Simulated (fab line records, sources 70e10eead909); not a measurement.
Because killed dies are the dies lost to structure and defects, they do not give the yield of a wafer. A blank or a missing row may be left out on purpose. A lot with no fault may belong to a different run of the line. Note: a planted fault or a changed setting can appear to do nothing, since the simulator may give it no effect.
fab line records	flow nand-harc
[record] lots = 24	wafers = 72	last-day = 33
route steps=1302 shown A_STAIRCASE@741
lots with no fault: from the same line, run without faults
start-h: the number of hours between the record's first day and the start of the first shown wafer of the lot	wait-h: time in hours since the lot's previous step	" same as the row above	L1.1+2: several wafers, shown together as one row	- either no value or no given start	* or withheld: withheld	< > ~ a bound
route shown NAME@n: a module of which the file shows steps, and the number in the route of the first	usual: average and standard deviation across the fault-free wafers	same: alike in all rows	chamber/n: place in a boat	sites: per-site readings	_std_site: standard deviation across them	_edge_site: inner sites' mean taken away from outer sites' mean	radius-mm: for every site, how far away it sits from the centre of the wafer	mask NAME#n: copy n	behind: the last tool/chamber to shape the wafer	hold: the reason the lot was held/the length of the hold in hours/how it ended	device: which transistor (n, p or np) failed to switch	end of line: the same wafers' tests at the end of the route	a step with no rows: only its recipe	killed: dies that structure and defects cost at the first sort, which is not the same as the wafer's yield	map: the dies of a wafer, with x for killed, . for not killed, _ for no die there
set.NAME: the setting as run; set.NAME@STEP: as run at that earlier step	model.NAME: the simulator's own value behind a step, which no gauge read
the route's steps for a sample of lots (tables are steps, rows are wafers)
services: when a tool's chamber went out of use (start-h, in hours from the record's first day, below 0 if earlier), for how many hours, and the reason
[[steps]]
[step NHARC_A_STAIRCASE_ETCH_227]
[recipe] target-depth-a = 1000	time-s = 40.5	ion-energy-ev = 400	c4f8-flow-sccm = 20	o2-flow-sccm = 10	ar-flow-sccm = withheld	rf-w = 600	bias-w = 1000	chemistry = C4F8/O2
[usual] oes-product-au = 0.940/0.011	rf-vpp-V = 895/6.9
[same] time-s = 40.5
lot.wafer	tool	chamber	start-h	wait-h	oes-product-au	rf-hours-counter-h	rf-vpp-V
L075.3	rie-diel-01	0	-	-	0.941	45	893
L075.1	"	3	"	"	0.936	49	886
L075.5	"	0	"	"	0.938	-	894
L074.1	rie-diel-04	2	-	-	0.954	3	890
L074.3	"	3	"	"	0.967	3	891
L074.2	"	0	"	"	0.945	3	904
L076.1	rie-diel-04	2	-	-	0.945	6	890
L076.4	"	0	"	"	0.918	5	903
L076.5	"	1	"	"	0.941	-	888
L077.4	rie-diel-01	2	-	-	0.951	10	900
L077.2	"	3	"	"	0.927	8	905
L077.6	"	1	"	"	0.953	-	892
L078.1	rie-diel-04	3	-	-	0.949	13	894
L078.2	"	0	"	"	0.940	13	904
L078.3	"	1	"	"	0.953	16	887
L079.1	rie-diel-01	0	-	-	0.926	10	894
L079.3	"	1	"	"	0.926	12	890
L079.2	"	3	"	"	0.936	9	907
L080.1	rie-diel-04	2	-	-	0.926	24	888
L080.2	"	1	"	"	0.928	22	888
L080.6	"	1	"	"	0.935	-	886
L081.3	rie-diel-04	3	-	-	0.941	23	892
L081.1	"	1	"	"	0.938	24	886
L081.5	"	1	"	"	0.946	-	888
L083.1	rie-diel-09	1	-	-	0.956	35	901
L083.2	"	2	"	"	0.957	41	889
L083.6	"	2	"	"	0.952	-	887
L082.3	rie-diel-09	2	-	-	0.937	41	889
L082.2	"	3	"	"	0.939	43	905
L082.1	"	0	"	"	0.934	39	887
L085.4	rie-diel-01	1	-	-	0.933	27	890
L085.1	"	2	"	"	0.957	26	901
L085.5	"	2	"	"	0.949	-	900
L084.3	rie-diel-01	3	-	-	0.935	24	906
L084.2	"	0	"	"	0.941	26	893
L084.6	"	2	"	"	0.959	-	898
L086.1	rie-diel-04	1	-	-	0.957	42	887
L086.2	"	3	"	"	0.965	42	894
L086.5	"	0	"	"	0.929	-	903
L087.4	rie-diel-04	3	-	-	0.947	52	894
L087.1	"	1	"	"	0.944	51	886
L087.2	"	2	"	"	0.937	52	888
L088.4	rie-diel-01	1	-	-	0.934	45	892
L088.2	"	3	"	"	0.938	39	904
L088.5	"	1	"	"	0.923	-	890
L089.2	rie-diel-01	3	-	-	0.921	39	905
L089.1	"	0	"	"	0.923	41	891
L089.6	"	2	"	"	0.934	-	897
L090.1	rie-diel-09	1	-	-	0.935	12	901
L090.3	"	2	"	"	0.935	10	887
L090.6	"	2	"	"	0.940	-	887
L091.2	rie-diel-09	2	-	-	0.947	10	887
L091.4	"	3	"	"	0.963	9	905
L091.3	"	1	"	"	0.958	12	900
L093.4	rie-diel-09	1	-	-	0.937	20	900
L093.3	"	3	"	"	0.934	15	906
L093.1	"	0	"	"	0.909	17	907
L092.4	rie-diel-04	2	-	-	0.950	5	888
L092.3	"	3	"	"	0.958	6	893
L092.2	"	1	"	"	0.944	8	907
L095.1	rie-diel-04	1	-	-	0.951	12	907
L095.2	"	2	"	"	0.948	9	888
L095.5	"	3	"	"	0.928	-	892
L094.1	rie-diel-01	2	-	-	0.931	2	900
L094.3	"	3	"	"	0.933	2	906
L094.6	"	2	"	"	0.944	-	900
L096.1	rie-diel-09	2	-	-	0.950	27	886
L096.2	"	1	"	"	0.948	29	900
L096.5	"	3	"	"	0.943	-	904
L097.4	rie-diel-01	2	-	-	0.938	11	899
L097.3	"	3	"	"	0.934	11	905
L097.2	"	0	"	"	0.958	10	891
[step NHARC_A_STAIRCASE_ETCH_253]
[recipe] target-depth-a = 500	time-s = 20.2	ion-energy-ev = 400	c4f8-flow-sccm = 20	o2-flow-sccm = 10	ar-flow-sccm = withheld	rf-w = 600	bias-w = 1000	chemistry = C4F8/O2
[usual] oes-product-au = 0.957/0.017	rf-vpp-V = 896/7.3
[same] time-s = 20.2
lot.wafer	tool	chamber	start-h	wait-h	oes-product-au	rf-hours-counter-h	rf-vpp-V
L075.3	rie-diel-04	2	378.61	0.1	0.955	3	889
L075.1	"	3	"	"	0.983	3	893
L075.5	"	2	"	"	0.953	-	888
L074.3	rie-diel-09	2	378.90	0.1	0.931	16	889
L074.1	"	3	"	"	0.913	18	905
L074.2	"	0	"	"	0.924	19	886
L076.1	rie-diel-09	0	391.27	0.1	0.943	23	886
L076.4	"	2	"	"	0.929	19	888
L076.5	"	0	"	"	0.947	-	886
L077.4	rie-diel-01	2	409.81	0.1	0.973	10	901
L077.2	"	3	"	"	0.958	9	906
L077.6	"	2	"	"	0.969	-	899
L078.3	rie-diel-04	2	412.65	0.1	0.960	17	887
L078.2	"	3	"	"	0.960	14	894
L078.1	"	0	"	"	0.938	13	903
L079.2	rie-diel-04	1	413.01	0.1	0.959	16	886
L079.1	"	3	"	"	0.983	14	893
L079.3	"	0	"	"	0.955	13	904
L080.1	rie-diel-01	2	428.52	0.1	0.978	16	900
L080.2	"	0	"	"	0.958	16	893
L080.6	"	0	"	"	0.967	-	891
L081.1	rie-diel-01	1	433.43	0.1	0.976	18	891
L081.3	"	3	"	"	0.965	11	906
L081.5	"	1	"	"	0.968	-	891
L082.3	rie-diel-09	1	450.07	0.1	0.970	36	900
L082.2	"	3	"	"	0.953	44	905
L082.1	"	0	"	"	0.947	40	887
L083.1	rie-diel-01	0	450.24	0.1	0.913	19	891
L083.2	"	1	"	"	0.968	24	890
L083.6	"	0	"	"	0.913	-	894
L085.4	rie-diel-01	0	471.40	0.2	0.923	25	892
L085.1	"	3	"	"	0.929	23	905
L085.5	"	0	"	"	0.928	-	892
L084.3	rie-diel-09	1	475.46	0.1	0.984	46	900
L084.2	"	2	"	"	0.974	52	888
L084.6	"	3	"	"	0.961	-	906
L086.2	rie-diel-09	3	485.18	0.1	0.955	54	904
L086.1	"	0	"	"	0.965	49	886
L086.5	"	2	"	"	0.960	-	888
L087.4	rie-diel-09	0	510.13	0.1	0.943	1	905
L087.1	"	1	"	"	0.932	1	900
L087.2	"	2	"	"	0.941	1	888
L088.2	rie-diel-09	3	519.18	0.1	0.984	3	904
L088.4	"	1	"	"	0.960	5	900
L088.5	"	3	"	"	0.983	-	905
L089.1	rie-diel-01	3	519.35	0.1	0.978	39	907
L089.2	"	2	"	"	0.991	45	898
L089.6	"	3	"	"	0.974	-	905
L090.1	rie-diel-09	1	538.25	0.1	0.962	12	901
L090.3	"	2	"	"	0.965	11	888
L090.6	"	2	"	"	0.959	-	888
L091.3	rie-diel-01	3	538.84	0.1	0.976	45	905
L091.4	"	0	"	"	0.956	47	892
L091.2	"	1	"	"	0.960	52	890
L093.3	rie-diel-09	1	564.14	0.2	0.940	21	901
L093.1	"	2	"	"	0.948	20	887
L093.4	"	3	"	"	0.951	17	904
L092.4	rie-diel-09	1	564.64	0.1	0.952	22	898
L092.2	"	3	"	"	0.955	17	905
L092.3	"	0	"	"	0.965	18	904
L095.1	rie-diel-01	2	574.58	0.1	0.980	2	899
L095.2	"	1	"	"	0.948	3	889
L095.5	"	3	"	"	0.969	-	906
L094.1	rie-diel-04	3	575.91	0.8	0.945	11	893
L094.3	"	0	"	"	0.946	14	903
L094.6	"	2	"	"	0.942	-	886
L096.1	rie-diel-04	2	578.48	0.1	0.974	10	888
L096.2	"	3	"	"	0.969	11	892
L096.5	"	1	"	"	0.975	-	905
L097.2	rie-diel-01	2	595.67	0.1	0.940	12	899
L097.3	"	3	"	"	0.950	13	905
L097.4	"	1	"	"	0.941	10	890
[step NHARC_A_STAIRCASE_HM_OPEN_457]
[recipe] o2-flow-sccm = 400	cos-flow-sccm = 20	ar-flow-sccm = 0	rf-w = 500	bias-w = 300	chemistry = O2/COS
[usual] drypump-motor-current-A = 5.7/0.43	oes-product-au = 1.000/0.0081	rf-vpp-V = 467/3.9	showerhead-plenum-p-Torr = 3.11/0.17	throttle-valve-pct = 28.331/0.009
lot.wafer	tool	chamber	start-h	wait-h	drypump-motor-current-A	oes-product-au	rf-hours-counter-h	rf-vpp-V	showerhead-plenum-p-Torr	throttle-valve-pct
L075.3	rie-diel-09	0	-	-	5.9	0.984	19	462	2.90	28.330
L075.1	"	3	"	"	5.6	0.992	18	471	3.36	28.320
L075.5	"	0	"	"	5.9	0.993	-	462	2.90	28.328
L074.2	rie-diel-09	3	-	-	5.6	1.009	20	471	3.36	28.324
L074.1	"	0	"	"	5.8	0.993	21	463	2.90	28.328
L074.3	"	1	"	"	5.9	1.017	17	470	3.25	28.334
L076.1	rie-diel-01	3	-	-	6.8	1.008	4	473	3.37	28.313
L076.4	"	0	"	"	5.3	1.000	6	466	3.03	28.346
L076.5	"	2	"	"	5.9	1.008	-	469	3.21	28.322
L077.2	rie-diel-09	1	-	-	5.9	0.995	24	469	3.25	28.324
L077.4	"	3	"	"	5.6	1.000	31	472	3.36	28.333
L077.6	"	1	"	"	5.9	0.999	-	470	3.25	28.333
L078.1	rie-diel-09	2	-	-	6.0	0.995	29	462	2.94	28.319
L078.3	"	3	"	"	5.6	0.987	31	472	3.36	28.325
L078.2	"	1	"	"	5.9	0.996	25	470	3.24	28.331
L079.1	rie-diel-04	2	-	-	5.4	0.995	21	464	2.93	28.328
L079.2	"	3	"	"	5.4	1.005	18	467	3.05	28.317
L079.3	"	0	"	"	5.7	0.992	15	469	3.31	28.341
L080.2	rie-diel-04	3	-	-	5.5	1.006	24	466	3.05	28.321
L080.1	"	1	"	"	5.0	1.001	25	463	2.90	28.340
L080.6	"	3	"	"	5.5	1.007	-	467	3.05	28.335
L081.3	rie-diel-01	1	-	-	5.9	1.005	19	464	3.00	28.328
L081.1	"	0	"	"	5.4	0.998	18	465	3.03	28.324
L081.5	"	1	"	"	5.8	0.993	-	465	3.00	28.341
L082.2	rie-diel-04	2	-	-	5.4	1.006	35	462	2.93	28.315
L082.1	"	3	"	"	5.4	0.998	32	466	3.05	28.340
L082.3	"	0	"	"	5.7	0.993	20	470	3.31	28.321
L083.2	rie-diel-01	1	-	-	5.8	0.987	24	464	2.99	28.321
L083.1	"	2	"	"	5.8	1.009	22	469	3.20	28.330
L083.6	"	1	"	"	5.8	0.998	-	463	2.99	28.345
L085.4	rie-diel-04	3	-	-	5.5	1.022	38	466	3.04	28.335
L085.1	"	0	"	"	5.7	0.999	29	471	3.30	28.318
L085.5	"	2	"	"	5.4	0.999	-	463	2.93	28.343
L084.2	rie-diel-01	0	-	-	5.4	1.004	28	465	3.02	28.356
L084.3	"	2	"	"	5.9	1.014	30	467	3.20	28.349
L084.6	"	0	"	"	5.4	0.999	-	467	3.02	28.341
L086.1	rie-diel-04	1	-	-	5.0	1.002	43	461	2.89	28.319
L086.2	"	3	"	"	5.5	1.008	43	466	3.04	28.329
L086.5	"	0	"	"	5.7	0.994	-	471	3.30	28.321
L087.4	rie-diel-01	3	-	-	6.8	0.999	37	472	3.35	28.327
L087.1	"	0	"	"	5.4	0.999	39	464	3.02	28.335
L087.2	"	2	"	"	5.9	1.011	42	469	3.19	28.308
L088.4	rie-diel-04	0	-	-	5.7	0.998	44	471	3.29	28.322
L088.2	"	1	"	"	5.0	0.999	57	463	2.89	28.328
L088.5	"	3	"	"	5.4	1.027	-	465	3.04	28.352
L089.1	rie-diel-09	1	-	-	5.9	0.991	6	471	3.23	28.336
L089.2	"	3	"	"	5.6	1.009	3	471	3.34	28.335
L089.6	"	1	"	"	5.9	1.001	-	471	3.23	28.332
L090.3	rie-diel-01	3	-	-	6.8	1.007	47	471	3.35	28.330
L090.1	"	1	"	"	5.8	0.998	53	466	2.98	28.318
L090.6	"	3	"	"	6.8	1.005	-	471	3.35	28.339
L091.3	rie-diel-04	1	-	-	5.0	1.018	0	472	3.37	28.335
L091.4	"	2	"	"	5.4	0.996	0	464	2.92	28.344
L091.2	"	0	"	"	5.7	0.994	0	471	3.29	28.332
L093.3	rie-diel-01	0	-	-	5.3	0.991	0	466	3.01	28.325
L093.1	"	2	"	"	5.8	0.993	1	467	3.18	28.320
L093.4	"	3	"	"	6.8	1.000	0	473	3.35	28.330
L092.3	rie-diel-09	1	-	-	5.9	0.998	26	469	3.22	28.325
L092.2	"	3	"	"	5.6	1.001	19	471	3.33	28.321
L092.4	"	3	"	"	5.6	1.006	-	472	3.33	28.334
L095.1	rie-diel-09	3	-	-	5.6	1.005	24	472	3.33	28.325
L095.2	"	1	"	"	5.9	0.992	30	469	3.22	28.343
L095.5	"	3	"	"	5.6	1.007	-	472	3.33	28.337
L094.1	rie-diel-01	3	-	-	6.8	0.992	4	473	3.34	28.337
L094.3	"	0	"	"	5.4	0.993	4	464	3.01	28.345
L094.6	"	1	"	"	5.8	0.991	-	462	2.98	28.322
L096.2	rie-diel-04	0	-	-	5.7	0.991	15	471	3.28	28.338
L096.1	"	1	"	"	5.0	1.002	14	473	3.37	28.330
L096.5	"	1	"	"	5.0	1.007	-	471	3.37	28.346
L097.2	rie-diel-04	3	-	-	5.5	0.999	16	466	3.03	28.328
L097.3	"	0	"	"	5.7	0.995	20	471	3.28	28.327
L097.4	"	1	"	"	5.0	1.001	19	473	3.36	28.333
[step NHARC_A_STAIRCASE_DESCUM_291]
[recipe] time-s = 3	o2-flow-sccm = 200	ar-flow-sccm = 0	bias-power-w = 0	chemistry = O2
[usual] drypump-motor-current-A = 5.7/0.43	oes-product-au = 0.999/0.0075	rf-vpp-V = 57.8/0.84	showerhead-plenum-p-Torr = 1.90/0.11	throttle-valve-pct = 11.311/0.0094
[same] time-s = 3
lot.wafer	tool	chamber	start-h	wait-h	drypump-motor-current-A	oes-product-au	rf-hours-counter-h	rf-vpp-V	showerhead-plenum-p-Torr	throttle-valve-pct
L075.3	rie-diel-04	0	388.49	-	5.7	0.984	5	59.4	2.04	11.314
L075.1	"	1	"	"	5.0	1.002	5	56.6	1.78	11.294
L075.5	"	3	"	"	5.4	1.013	-	57.6	1.87	11.317
L074.2	rie-diel-09	3	394.46	-	5.5	0.996	26	58.7	2.07	11.313
L074.3	"	0	"	"	5.9	0.989	24	58.4	1.77	11.304
L074.1	"	1	"	"	5.9	0.985	20	57.6	1.99	11.304
L076.4	rie-diel-04	0	403.50	-	5.7	0.997	10	57.4	2.04	11.311
L076.1	"	1	"	"	5.0	1.006	13	58.0	1.77	11.307
L076.5	"	3	"	"	5.5	1.014	-	57.5	1.87	11.299
L077.2	rie-diel-01	1	422.79	-	5.8	1.001	15	56.7	1.83	11.318
L077.6	"	1	"	"	5.9	0.999	-	56.1	1.83	11.299
L077.4	"	2	"	"	5.8	1.004	-	58.4	1.97	11.313
L078.3	rie-diel-09	2	424.49	-	6.0	1.000	32	56.4	1.79	11.318
L078.2	"	3	"	"	5.5	1.003	34	58.9	2.07	11.318
L078.1	"	0	"	"	5.8	1.000	31	57.4	1.76	11.302
L079.1	rie-diel-04	2	424.99	-	5.4	0.997	24	59.0	1.79	11.314
L079.3	"	3	"	"	5.5	1.007	21	58.1	1.87	11.301
L079.2	"	1	"	"	5.0	1.002	22	56.7	1.77	11.305
L080.1	rie-diel-09	3	442.70	-	5.6	1.000	41	59.7	2.06	11.306
L080.2	"	0	"	"	5.8	0.999	37	57.4	1.76	11.324
L080.6	"	3	"	"	5.6	0.999	-	57.6	2.06	11.296
L081.3	rie-diel-04	3	446.48	-	5.5	1.004	30	58.1	1.87	11.309
L081.1	"	2	"	"	5.4	0.994	33	58.3	1.79	11.306
L081.5	"	3	"	"	5.5	1.005	-	57.8	1.87	11.301
L082.2	rie-diel-09	3	462.11	-	5.5	0.988	46	58.0	2.06	11.308
L082.1	"	0	"	"	5.8	0.998	42	57.9	1.76	11.300
L082.3	"	1	"	"	5.9	1.004	40	57.9	1.99	11.316
L083.1	rie-diel-01	3	464.05	-	6.8	1.003	19	58.1	2.07	11.319
L083.2	"	1	"	"	5.8	0.995	25	56.6	1.83	11.317
L083.6	"	0	"	"	5.4	0.992	-	56.8	1.85	11.294
L085.4	rie-diel-01	0	481.72	-	5.4	0.993	30	56.7	1.85	11.300
L085.1	"	2	"	"	5.9	1.009	30	58.9	1.96	11.324
L085.5	"	0	"	"	5.4	0.993	-	57.6	1.85	11.302
L084.3	rie-diel-04	0	485.12	-	5.7	0.991	33	57.0	2.03	11.306
L084.2	"	2	"	"	5.4	0.987	44	56.2	1.78	11.313
L084.6	"	1	"	"	5.0	1.005	-	57.8	1.77	11.310
L086.2	rie-diel-04	3	497.25	-	5.5	0.999	48	58.3	1.86	11.300
L086.1	"	2	"	"	5.4	0.995	48	57.7	1.78	11.313
L086.5	"	3	"	"	5.4	1.005	-	59.3	1.86	11.317
L087.4	rie-diel-04	2	520.19	-	5.4	0.986	57	56.9	1.78	11.307
L087.1	"	3	"	"	5.5	0.999	57	57.1	1.86	11.301
L087.2	"	0	"	"	5.7	0.985	43	58.2	2.03	11.320
L088.4	rie-diel-01	2	530.40	-	5.8	1.016	47	56.2	1.95	11.310
L088.2	"	1	"	"	5.8	0.995	49	57.1	1.82	11.319
L088.5	"	2	"	"	5.8	1.007	-	56.9	1.96	11.307
L089.2	rie-diel-01	1	530.57	-	5.8	0.981	49	57.1	1.82	11.329
L089.1	"	2	"	"	5.9	1.012	47	58.5	1.95	11.302
L089.6	"	2	"	"	5.8	1.010	-	57.5	1.96	11.312
L090.1	rie-diel-09	2	547.88	-	6.0	1.002	15	57.9	1.78	11.314
L090.3	"	3	"	"	5.5	1.011	11	58.8	2.05	11.325
L090.6	"	3	"	"	5.6	1.018	-	57.0	2.05	11.315
L091.2	rie-diel-09	2	549.73	-	6.0	0.993	15	56.6	1.78	11.302
L091.4	"	3	"	"	5.6	1.000	12	58.3	2.05	11.312
L091.3	"	0	"	"	5.8	0.986	14	58.4	2.07	11.330
L093.3	rie-diel-09	1	575.96	-	5.9	0.996	29	57.3	1.98	11.313
L093.1	"	3	"	"	5.5	1.000	22	58.3	2.05	11.302
L093.4	"	3	"	"	5.6	0.998	-	58.6	2.05	11.320
L092.2	rie-diel-01	2	576.46	-	5.9	1.006	3	58.3	1.95	11.306
L092.3	"	0	"	"	5.3	0.996	3	59.3	1.84	11.313
L092.4	"	1	"	"	5.8	1.000	3	57.8	1.82	11.296
L095.1	rie-diel-01	2	588.23	-	5.8	0.995	9	58.1	1.95	11.315
L095.2	"	0	"	"	5.4	1.000	8	56.6	1.84	11.307
L095.5	"	1	"	"	5.8	0.999	-	57.4	1.82	11.319
L094.3	rie-diel-01	0	588.82	-	5.4	1.000	8	57.4	1.84	11.310
L094.1	"	2	"	"	5.8	0.995	9	59.2	1.95	11.316
L094.6	"	0	"	"	5.4	1.012	-	57.3	1.84	11.298
L096.2	rie-diel-04	3	590.19	-	5.4	1.003	14	58.4	1.85	11.325
L096.1	"	1	"	"	5.0	1.005	17	59.2	2.07	11.309
L096.5	"	2	"	"	5.4	0.998	-	57.9	1.78	11.301
L097.2	rie-diel-04	3	605.16	-	5.5	1.010	18	57.2	1.85	11.306
L097.4	"	0	"	"	5.7	1.006	21	58.5	2.02	11.316
L097.3	"	1	"	"	5.0	1.007	20	57.6	2.07	11.312
[step NHARC_A_STAIRCASE_ETCH_294]
[recipe] target-depth-a = 49890	time-s = 1211.6	ion-energy-ev = 800	c4f8-flow-sccm = 80	o2-flow-sccm = 60	ar-flow-sccm = withheld	rf-w = 600	bias-w = 3000	chemistry = C4F8/O2/Ar
[usual] oes-product-au = 0.932/0.0087	rf-vpp-V = 1825/14
[same] time-s = 1211.6
lot.wafer	tool	chamber	start-h	wait-h	oes-product-au	rf-hours-counter-h	rf-vpp-V
L075.1	rie-diel-04	1	-	-	0.924	5	1809
L075.3	"	3	"	"	0.937	6	1822
L075.5	"	2	"	"	0.925	-	1812
L074.3	rie-diel-09	1	-	-	0.928	20	1837
L074.1	"	2	"	"	0.928	23	1811
L074.2	"	3	"	"	0.922	26	1845
L076.4	rie-diel-04	0	-	-	0.918	10	1844
L076.1	"	1	"	"	0.935	13	1810
L076.5	"	3	"	"	0.938	-	1820
L077.2	rie-diel-01	1	-	-	0.929	17	1817
L077.4	"	2	"	"	0.927	-	1834
L077.6	"	1	"	"	0.923	-	1817
L078.1	rie-diel-09	0	-	-	0.927	32	1808
L078.3	"	1	"	"	0.936	27	1839
L078.2	"	2	"	"	0.931	32	1809
L079.2	rie-diel-04	3	-	-	0.939	21	1821
L079.3	"	1	"	"	0.924	22	1808
L079.1	"	2	"	"	0.938	25	1811
L080.2	rie-diel-09	0	-	-	0.930	38	1807
L080.1	"	2	"	"	0.944	40	1812
L080.6	"	0	"	"	0.928	-	1807
L081.1	rie-diel-04	0	-	-	0.923	18	1843
L081.3	"	2	"	"	0.931	33	1811
L081.5	"	0	"	"	0.930	-	1842
L082.2	rie-diel-09	0	-	-	0.920	42	1807
L082.1	"	2	"	"	0.931	47	1810
L082.3	"	3	"	"	0.921	47	1846
L083.2	rie-diel-01	2	-	-	0.938	24	1833
L083.1	"	3	"	"	0.924	20	1847
L083.6	"	2	"	"	0.940	-	1833
L085.1	rie-diel-01	0	-	-	0.936	30	1819
L085.4	"	2	"	"	0.959	31	1833
L085.5	"	1	"	"	0.941	-	1815
L084.3	rie-diel-04	2	-	-	0.940	44	1811
L084.2	"	0	"	"	0.933	34	1842
L084.6	"	1	"	"	0.943	-	1807
L086.1	rie-diel-04	3	-	-	0.936	48	1820
L086.2	"	2	"	"	0.942	48	1810
L086.5	"	3	"	"	0.951	-	1821
L087.4	rie-diel-04	0	-	-	0.923	44	1841
L087.1	"	1	"	"	0.932	57	1806
L087.2	"	2	"	"	0.930	58	1809
L088.2	rie-diel-01	0	-	-	0.929	45	1818
L088.4	"	1	"	"	0.930	50	1816
L088.5	"	3	"	"	0.936	-	1845
L089.1	rie-diel-01	1	-	-	0.927	50	1813
L089.2	"	3	"	"	0.928	44	1846
L089.6	"	2	"	"	0.940	-	1831
L090.1	rie-diel-09	3	-	-	0.947	12	1846
L090.3	"	0	"	"	0.934	13	1845
L090.6	"	2	"	"	0.930	-	1810
L091.3	rie-diel-09	0	-	-	0.944	14	1846
L091.4	"	1	"	"	0.932	17	1836
L091.2	"	2	"	"	0.931	16	1809
L093.1	rie-diel-09	1	-	-	0.923	30	1834
L093.3	"	2	"	"	0.929	28	1809
L093.4	"	1	"	"	0.926	-	1834
L092.2	rie-diel-01	0	-	-	0.948	4	1816
L092.3	"	1	"	"	0.939	4	1815
L092.4	"	2	"	"	0.953	3	1832
L095.2	rie-diel-01	3	-	-	0.944	10	1845
L095.1	"	0	"	"	0.945	8	1816
L095.5	"	2	"	"	0.952	-	1833
L094.1	rie-diel-01	1	-	-	0.928	8	1815
L094.3	"	2	"	"	0.918	10	1833
L094.6	"	1	"	"	0.926	-	1813
L096.1	rie-diel-04	1	-	-	0.917	17	1846
L096.2	"	2	"	"	0.933	13	1809
L096.5	"	1	"	"	0.926	-	1847
L097.3	rie-diel-04	3	-	-	0.929	18	1819
L097.2	"	0	"	"	0.929	21	1838
L097.4	"	1	"	"	0.935	20	1846
[step NHARC_A_STAIRCASE_ALD_415]
[recipe] target-thk-a = 300	pulse-time-s = 6	ald-cycles = 300	temp-c = 300	material = SiO2
[usual] heater-power-w = 472/38	precursor-pulse-height-rel = 1.003/0.018
[same] pulse-time-s = 6
lot.wafer	tool	chamber	start-h	wait-h	heater-power-w	precursor-pulse-height-rel
L075.1	ald-hk-02	1	399.54	0.1	477	1.021
L075.3	"	2	"	"	394	1.041
L075.5	"	1	"	"	487	1.032
L074.2	ald-hk-02	1	402.81	0.3	483	0.983
L074.1	"	2	"	"	421	1.037
L074.3	"	3	"	"	505	0.999
L076.4	ald-hk-02	3	410.58	0.1	504	1.009
L076.1	"	2	"	"	411	0.996
L076.5	"	0	"	"	481	0.985
L077.2	ald-hk-04	0	430.86	0.1	493	1.015
L077.4	"	3	432.24	1.4	431	0.969
L077.6	"	1	"	"	472	0.995
L078.2	ald-hk-03	0	434.68	0.1	479	0.992
L078.3	"	1	"	"	490	1.022
L078.1	"	2	"	"	481	1.007
L079.2	ald-hk-02	1	436.51	0.3	471	0.986
L079.1	"	2	"	"	410	1.000
L079.3	"	3	"	"	508	1.029
L080.2	ald-hk-02	1	450.05	0.1	492	1.002
L080.1	"	3	"	"	523	0.970
L080.6	"	1	"	"	478	1.011
L081.3	ald-hk-02	2	453.54	0.3	416	1.016
L081.1	"	3	"	"	499	0.982
L081.5	"	2	"	"	415	0.997
L082.3	ald-hk-04	2	470.63	0.1	546	0.979
L082.1	"	3	"	"	437	1.003
L082.2	"	0	"	"	471	0.988
L083.1	ald-hk-02	1	473.22	0.3	479	1.018
L083.2	"	3	"	"	518	1.019
L083.6	"	1	"	"	487	0.991
L085.4	ald-hk-02	0	489.33	0.1	486	0.996
L085.1	"	3	"	"	511	0.962
L085.5	"	0	"	"	484	1.021
L084.3	ald-hk-02	3	495.13	0.1	493	1.014
L084.2	"	2	"	"	412	1.008
L084.6	"	0	"	"	491	0.995
L086.2	ald-hk-04	2	508.97	0.1	549	1.010
L086.1	"	3	"	"	440	1.013
L086.5	"	2	"	"	548	0.960
L087.1	ald-hk-04	1	527.19	0.1	476	1.015
L087.4	"	3	"	"	445	0.988
L087.2	"	0	"	"	459	1.021
L088.4	ald-hk-04	3	537.91	0.1	435	1.006
L088.2	"	2	"	"	558	1.039
L088.5	"	3	"	"	437	1.007
L089.2	ald-hk-04	2	539.30	0.6	547	1.013
L089.1	"	0	"	"	472	0.993
L089.6	"	2	"	"	539	1.022
L090.3	ald-hk-02	3	557.26	0.3	469	0.991
L090.1	"	1	"	"	464	0.992
L090.6	"	2	"	"	402	0.976
L091.4	ald-hk-02	3	559.61	0.3	469	1.001
L091.2	"	0	"	"	481	1.013
L091.3	"	1	"	"	476	1.007
L093.4	ald-hk-02	0	583.42	0.1	470	1.010
L093.3	"	1	"	"	467	1.002
L093.1	"	2	"	"	407	1.026
L092.4	ald-hk-03	2	584.74	1.3	481	0.982
L092.3	"	0	"	"	486	0.974
L092.2	"	1	"	"	444	0.994
L095.2	ald-hk-03	1	595.95	0.1	433	0.990
L095.1	"	2	"	"	486	0.968
L095.5	"	2	"	"	480	1.028
L094.1	ald-hk-02	1	596.57	0.1	469	1.001
L094.3	"	2	"	"	398	0.986
L094.6	"	1	"	"	469	0.991
L096.1	ald-hk-04	3	597.92	0.3	428	1.005
L096.2	"	1	"	"	475	1.024
L096.5	"	2	"	"	547	1.013
L097.3	ald-hk-03	2	613.52	0.1	496	0.998
L097.2	"	3	"	"	449	1.013
L097.4	"	1	"	"	448	1.000
[[services]]
tool	chamber	start-h	hours	kind
rie-diel-04	-	356.00	9.0	pm
rie-diel-01	0	360.65	-	clean
rie-diel-01	1	360.65	-	clean
rie-diel-01	2	360.65	-	clean
rie-diel-01	-	380.93	9.0	pm
ald-hk-03	-	396.43	10.0	pm
rie-diel-09	1	404.93	4.2	repair
rie-diel-01	3	419.12	9.8	repair
rie-diel-04	0	422.55	17.5	repair
rie-diel-09	-	442.47	0.2	repair
rie-diel-01	0	458.27	3.5	repair
rie-diel-04	1	460.53	6.7	repair
rie-diel-09	0	490.75	6.1	repair
rie-diel-09	-	497.12	9.0	pm
rie-diel-04	0	508.72	4.9	repair
ald-hk-02	-	526.61	10.0	pm
ald-hk-03	-	531.73	1.3	repair
rie-diel-04	-	533.00	9.0	pm
rie-diel-01	-	557.93	9.0	pm
rie-diel-09	0	567.71	13.4	repair
ald-hk-03	-	572.62	1.6	repair
ald-hk-03	-	574.74	10.0	pm
rie-diel-01	1	598.73	6.5	repair
ald-hk-04	-	611.62	10.0	pm
[[key]]
fault none
